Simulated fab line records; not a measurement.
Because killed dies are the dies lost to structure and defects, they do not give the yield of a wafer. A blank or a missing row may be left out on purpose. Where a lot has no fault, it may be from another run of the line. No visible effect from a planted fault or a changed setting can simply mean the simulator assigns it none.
Which tool did it?	flow n5-finfet	24 lots with 72 wafers sampled at 6 steps, on a route of 1938 steps

WHAT THE GAUGES SHOWED, per wafer
N5_BEOL_M5_INSPECT_30: inspects for defects (brightfield). Usual: raw-defect-count 418, standard deviation 92.
lot	measured	on	raw-defect-count	flag
L074	day 8 14:20	defect-inspect-02	397 439 457	
L075	day 9 09:23	defect-inspect-01	539 457 578	
L076	day 9 18:55	defect-inspect-01	357 397 451	
L077	day 9 19:05	defect-inspect-02	329 317 362	
L079	day 9 19:08	defect-inspect-01	204 433 345	
L078	day 10 02:26	defect-inspect-02	359 407 473	
L080	day 10 04:15	defect-inspect-02	364 382 314	
L081	day 10 07:27	defect-inspect-01	500 405 384	
L083	day 10 21:59	defect-inspect-02	548 669 594	
L082	day 11 06:41	defect-inspect-01	475 310 335	
L084	day 11 17:47	defect-inspect-02	332 392 396	
L086	day 11 23:41	defect-inspect-01	312 403 352	
L085	day 12 02:23	defect-inspect-02	352 436 566	
L087	day 12 05:24	defect-inspect-01	342 548 331	
L088	day 12 10:16	defect-inspect-02	387 406 421	
L090	day 13 04:13	defect-inspect-01	417 423 577	
L091	day 13 07:09	defect-inspect-02	620 584 485	
L089	day 13 07:43	defect-inspect-02	401 410 416	
L092	day 13 15:42	defect-inspect-02	302 423 369	
L093	day 13 15:32	defect-inspect-02	566 339 414	
L094	day 14 09:56	defect-inspect-01	557 389 302	
L096	day 14 09:53	defect-inspect-02	333 314 255	
L095	day 14 10:06	defect-inspect-01	341 267 333	
L097	day 15 10:40	defect-inspect-02	482 593 407	

WHAT TOOL EACH LOT RAN ON (gives the tool, then ch and the chambers of the sampled wafers, and finally the start)
lot	N5_BEOL_M4_SPUTTER_88	N5_BEOL_M4_ANNEAL_89	N5_BEOL_M4_SPUTTER_96	N5_BEOL_M4_PRE_CLEAN_60	N5_BEOL_M5_ETCH_62
L074	pvd-sputter-02, day 8 08:38	pvd-sputter-02, day 8 08:43	pvd-sputter-02, day 8 09:31	cvd-co-02 ch 0,1,2, day 8 10:22	rie-diel-01 ch 1,2,3, day 8 13:35
L075	pvd-sputter-03, day 9 02:23	pvd-sputter-03, day 9 02:28	pvd-sputter-03, day 9 03:16	cvd-co-01 ch 0,2, day 9 04:06	rie-diel-01 ch 0,2,3, day 9 07:24
L076	pvd-sputter-02, day 9 09:01	pvd-sputter-02, day 9 09:06	pvd-sputter-02, day 9 09:54	cvd-co-01 ch 0,1,2, day 9 10:44	rie-diel-04 ch 0,3, day 9 16:58
L077	pvd-sputter-01, day 9 12:54	pvd-sputter-01, day 9 12:59	pvd-sputter-01, day 9 13:53	cvd-co-02 ch 1,2, day 9 14:43	rie-diel-03 ch 0,2, day 9 17:41
L079	pvd-sputter-02, day 9 13:43	pvd-sputter-02, day 9 13:47	pvd-sputter-02, day 9 14:35	cvd-co-01 ch 1,2, day 9 15:26	rie-diel-04 ch 0,1,2, day 9 18:22
L078	pvd-sputter-01, day 9 14:58	pvd-sputter-01, day 9 15:04	pvd-sputter-01, day 9 15:58	cvd-co-02 ch 0,1,2, day 9 16:50	rie-diel-04 ch 1,2, day 9 20:43
L080	pvd-sputter-03, day 9 18:30	pvd-sputter-03, day 9 18:35	pvd-sputter-03, day 9 19:23	cvd-co-02 ch 0,1, day 9 20:28	rie-diel-01 ch 0,1,2, day 10 03:06
L081	pvd-sputter-01, day 10 00:56	pvd-sputter-01, day 10 01:01	pvd-sputter-01, day 10 01:55	cvd-co-01 ch 0,1, day 10 03:02	rie-diel-04 ch 0,1,3, day 10 06:35
L083	pvd-sputter-03, day 10 15:57	pvd-sputter-03, day 10 16:02	pvd-sputter-03, day 10 16:50	cvd-co-01 ch 1,2, day 10 17:39	rie-diel-01 ch 1,2, day 10 20:53
L082	pvd-sputter-02, day 11 00:40	pvd-sputter-02, day 11 00:45	pvd-sputter-02, day 11 01:33	cvd-co-01 ch 0,1, day 11 02:22	rie-diel-01 ch 0,1,2, day 11 05:50
L084	pvd-sputter-03, day 11 10:47	pvd-sputter-03, day 11 10:52	pvd-sputter-03, day 11 11:40	cvd-co-01 ch 0,1,2, day 11 12:30	rie-diel-04 ch 1,2,3, day 11 16:22
L086	pvd-sputter-02, day 11 16:35	pvd-sputter-02, day 11 16:40	pvd-sputter-02, day 11 17:28	cvd-co-01 ch 0,1,2, day 11 18:17	rie-diel-04 ch 0,2,3, day 11 21:57
L085	pvd-sputter-03, day 11 18:53	pvd-sputter-03, day 11 18:58	pvd-sputter-03, day 11 19:46	cvd-co-01 ch 0,1,2, day 11 20:35	rie-diel-04 ch 0,1,2, day 12 01:31
L087	pvd-sputter-01, day 11 23:37	pvd-sputter-01, day 11 23:43	pvd-sputter-01, day 12 00:37	cvd-co-01 ch 1,2, day 12 01:27	rie-diel-01 ch 0,1,2, day 12 04:34
L088	pvd-sputter-02, day 12 02:34	pvd-sputter-02, day 12 02:38	pvd-sputter-02, day 12 03:26	cvd-co-02 ch 1,2, day 12 04:16	rie-diel-04 ch 1,2,3, day 12 07:54
L090	pvd-sputter-02, day 12 20:59	pvd-sputter-02, day 12 21:04	pvd-sputter-02, day 12 21:52	cvd-co-01 ch 0,1,2, day 12 22:41	rie-diel-04 ch 0,1,2, day 13 02:11
L091	pvd-sputter-03, day 13 00:38	pvd-sputter-03, day 13 00:43	pvd-sputter-03, day 13 01:31	cvd-co-01 ch 0,1,2, day 13 02:20	rie-diel-04 ch 0,1, day 13 06:04
L089	pvd-sputter-01, day 13 00:50	pvd-sputter-01, day 13 00:56	pvd-sputter-01, day 13 01:50	cvd-co-01 ch 1,2, day 13 02:40	rie-diel-03 ch 0,1, day 13 06:22
L092	pvd-sputter-01, day 13 06:45	pvd-sputter-01, day 13 06:50	pvd-sputter-01, day 13 07:44	cvd-co-02 ch 0,2, day 13 08:44	rie-diel-03 ch 0,2, day 13 13:53
L093	pvd-sputter-02, day 13 06:49	pvd-sputter-02, day 13 06:54	pvd-sputter-02, day 13 07:42	cvd-co-02 ch 0,2, day 13 08:31	rie-diel-01 ch 1,2,3, day 13 13:40
L094	pvd-sputter-01, day 14 01:09	pvd-sputter-01, day 14 01:14	pvd-sputter-01, day 14 02:08	cvd-co-02 ch 0,1, day 14 03:18	rie-diel-01 ch 0,2,3, day 14 07:23
L096	pvd-sputter-02, day 14 03:50	pvd-sputter-02, day 14 03:55	pvd-sputter-02, day 14 04:43	cvd-co-01 ch 0,2, day 14 05:33	rie-diel-01 ch 0,2,3, day 14 08:18
L095	pvd-sputter-01, day 14 04:07	pvd-sputter-01, day 14 04:13	pvd-sputter-01, day 14 05:07	cvd-co-01 ch 0,1,2, day 14 05:56	rie-diel-01 ch 1,2,3, day 14 08:52
L097	pvd-sputter-02, day 15 02:01	pvd-sputter-02, day 15 02:06	pvd-sputter-02, day 15 02:54	cvd-co-01 ch 0,2, day 15 04:01	rie-diel-04 ch 1,2,3, day 15 07:21
- N5_BEOL_M4_SPUTTER_88: material Cu, target thk 4.5 nm, time 8.29 s.
- N5_BEOL_M4_ANNEAL_89: time 240 s.
- N5_BEOL_M4_SPUTTER_96: material Cu, target thk 4.5 nm, time 8.29 s.
- N5_BEOL_M4_PRE_CLEAN_60: time 15 s.
- N5_BEOL_M5_ETCH_62: etches SOC in N2/H2, target depth 75 nm, overetch 15 nm, time 112.5 s.

AS READ BY THE TOOLS THEMSELVES (means over the sampled wafers that have a number; for cases with no such wafer, the mark the record gives instead)
N5_BEOL_M4_SPUTTER_88. Usual: chamber-pressure-pa 0.07001 Pa, standard deviation 0.00013; throttle-valve-pct 30.3 %, standard deviation 0.7.
lot	tool	chamber-pressure-pa (Pa)	throttle-valve-pct (%)	flag
L074	pvd-sputter-02	0.06999	30.7	
L075	pvd-sputter-03	0.07009	29.6	
L076	pvd-sputter-02	0.07000	30.4	
L077	pvd-sputter-01	0.06997	30.1	
L079	pvd-sputter-02	0.06991	30.8	
L078	pvd-sputter-01	0.07002	30.5	
L080	pvd-sputter-03	0.06996	30.1	
L081	pvd-sputter-01	0.07001	30.8	
L083	pvd-sputter-03	0.07005	30.1	
L082	pvd-sputter-02	0.06990	30.8	
L084	pvd-sputter-03	0.07004	30.3	
L086	pvd-sputter-02	0.06996	30.6	
L085	pvd-sputter-03	0.06989	30.0	
L087	pvd-sputter-01	0.07004	30.6	
L088	pvd-sputter-02	0.07001	30.2	
L090	pvd-sputter-02	0.06999	31.2	
L091	pvd-sputter-03	0.06993	29.8	
L089	pvd-sputter-01	0.06992	30.4	
L092	pvd-sputter-01	0.07000	29.9	
L093	pvd-sputter-02	0.07007	30.6	
L094	pvd-sputter-01	0.06997	30.4	
L096	pvd-sputter-02	0.07003	31.0	
L095	pvd-sputter-01	0.07008	30.5	
L097	pvd-sputter-02	0.07006	31.3	

N5_BEOL_M4_ANNEAL_89. Usual: heater-power-w 829 W, standard deviation 93.
lot	tool	heater-power-w (W)	flag
L074	pvd-sputter-02	834	
L075	pvd-sputter-03	803	
L076	pvd-sputter-02	783	
L077	pvd-sputter-01	891	
L079	pvd-sputter-02	771	
L078	pvd-sputter-01	817	
L080	pvd-sputter-03	799	
L081	pvd-sputter-01	850	
L083	pvd-sputter-03	794	
L082	pvd-sputter-02	756	
L084	pvd-sputter-03	802	
L086	pvd-sputter-02	824	
L085	pvd-sputter-03	784	
L087	pvd-sputter-01	918	
L088	pvd-sputter-02	793	
L090	pvd-sputter-02	809	
L091	pvd-sputter-03	813	
L089	pvd-sputter-01	1007	
L092	pvd-sputter-01	806	
L093	pvd-sputter-02	829	
L094	pvd-sputter-01	807	
L096	pvd-sputter-02	806	
L095	pvd-sputter-01	826	
L097	pvd-sputter-02	802	

N5_BEOL_M4_SPUTTER_96. Usual: chamber-pressure-pa 0.07 Pa, standard deviation 0.00015; throttle-valve-pct 30.2 %, standard deviation 0.72.
lot	tool	chamber-pressure-pa (Pa)	throttle-valve-pct (%)	flag
L074	pvd-sputter-02	0.07	30.9	
L075	pvd-sputter-03	0.07	29.6	
L076	pvd-sputter-02	0.07	30.3	
L077	pvd-sputter-01	0.07	30.0	
L079	pvd-sputter-02	0.07	30.7	
L078	pvd-sputter-01	0.07	30.4	
L080	pvd-sputter-03	0.07	30.1	
L081	pvd-sputter-01	0.07	30.9	
L083	pvd-sputter-03	0.07	30.1	
L082	pvd-sputter-02	0.07	30.8	
L084	pvd-sputter-03	0.07	30.1	
L086	pvd-sputter-02	0.07	30.8	
L085	pvd-sputter-03	0.07	29.9	
L087	pvd-sputter-01	0.07	30.6	
L088	pvd-sputter-02	0.07	30.0	
L090	pvd-sputter-02	0.07	31.2	
L091	pvd-sputter-03	0.07	29.6	
L089	pvd-sputter-01	0.07	30.5	
L092	pvd-sputter-01	0.07	29.7	
L093	pvd-sputter-02	0.07	30.7	
L094	pvd-sputter-01	0.07	30.4	
L096	pvd-sputter-02	0.07	31.1	
L095	pvd-sputter-01	0.07	30.2	
L097	pvd-sputter-02	0.07	31.5	

N5_BEOL_M4_PRE_CLEAN_60. Usual: heater-power-w 78 W, standard deviation 15.
lot	tool	heater-power-w (W)	flag
L074	cvd-co-02	81	
L075	cvd-co-01	84	
L076	cvd-co-01	75	
L077	cvd-co-02	97	
L079	cvd-co-01	68	
L078	cvd-co-02	80	
L080	cvd-co-02	74	
L081	cvd-co-01	69	
L083	cvd-co-01	74	
L082	cvd-co-01	78	
L084	cvd-co-01	76	
L086	cvd-co-01	76	
L085	cvd-co-01	77	
L087	cvd-co-01	67	
L088	cvd-co-02	88	
L090	cvd-co-01	77	
L091	cvd-co-01	76	
L089	cvd-co-01	75	
L092	cvd-co-02	90	
L093	cvd-co-02	88	
L094	cvd-co-02	66	
L096	cvd-co-01	84	
L095	cvd-co-01	77	
L097	cvd-co-01	84	

N5_BEOL_M5_ETCH_62. Usual: drypump-motor-current-A 5.5 A, standard deviation 0.47; oes-product-au 0.64 a.u., standard deviation 0.065; rf-vpp-V 523.7 V, standard deviation 2.5; showerhead-plenum-p-Torr 2.53 Torr, standard deviation 0.086; throttle-valve-pct 17.8 %, standard deviation 0.31.
lot	tool	drypump-motor-current-A (A)	oes-product-au (a.u.)	rf-vpp-V (V)	showerhead-plenum-p-Torr (Torr)	throttle-valve-pct (%)	flag
L074	rie-diel-01	5.4	0.69	522.9	2.49	17.6	
L075	rie-diel-01	5.5	0.73	525.0	2.58	17.5	
L076	rie-diel-04	6.1	0.63	524.3	2.57	18.1	
L077	rie-diel-03	5.0	0.69	526.9	2.64	17.5	
L079	rie-diel-04	5.2	0.63	523.5	2.52	17.9	
L078	rie-diel-04	5.3	0.60	521.7	2.50	17.8	
L080	rie-diel-01	5.3	0.68	523.6	2.53	17.8	
L081	rie-diel-04	5.8	0.64	523.7	2.56	18.0	
L083	rie-diel-01	5.2	0.62	521.6	2.43	18.0	
L082	rie-diel-01	5.3	0.67	523.2	2.52	17.8	
L084	rie-diel-04	5.6	0.58	522.6	2.50	18.0	
L086	rie-diel-04	5.5	0.61	523.0	2.52	18.0	
L085	rie-diel-04	5.2	0.61	523.2	2.51	17.9	
L087	rie-diel-01	5.3	0.65	523.7	2.52	17.8	
L088	rie-diel-04	5.6	0.58	522.5	2.50	18.0	
L090	rie-diel-04	5.3	0.61	523.0	2.51	17.9	
L091	rie-diel-04	5.4	0.65	525.1	2.56	17.9	
L089	rie-diel-03	5.2	0.65	526.6	2.61	17.6	
L092	rie-diel-03	5.0	0.67	526.7	2.63	17.5	
L093	rie-diel-01	5.4	0.64	522.8	2.47	17.7	
L094	rie-diel-01	5.5	0.67	525.3	2.57	17.5	
L096	rie-diel-01	5.5	0.67	524.6	2.57	17.6	
L095	rie-diel-01	5.4	0.64	522.8	2.47	17.7	
L097	rie-diel-04	5.6	0.64	525.4	2.60	17.9	

THE ANSWER, worked out from the rows above alone
Rule: a lot is off if the mean of its wafers that have a number lies more than 3 standard deviations from the usual mean. A lot without any number at a reading at which 4 lots or more have one is off too. Where the step has rows for the other lots, those lots are counted as sound. Order of review: gauges by route order, followed by the tools' own readings, for which a lot's mean as printed above is used. At the first step where some lot is off, the reading lying furthest off is the one used; lots without a number count as furthest.
Nothing can be told from this: no lot is off at any reading shown.

WHAT THE SIMULATOR HAD INSERTED
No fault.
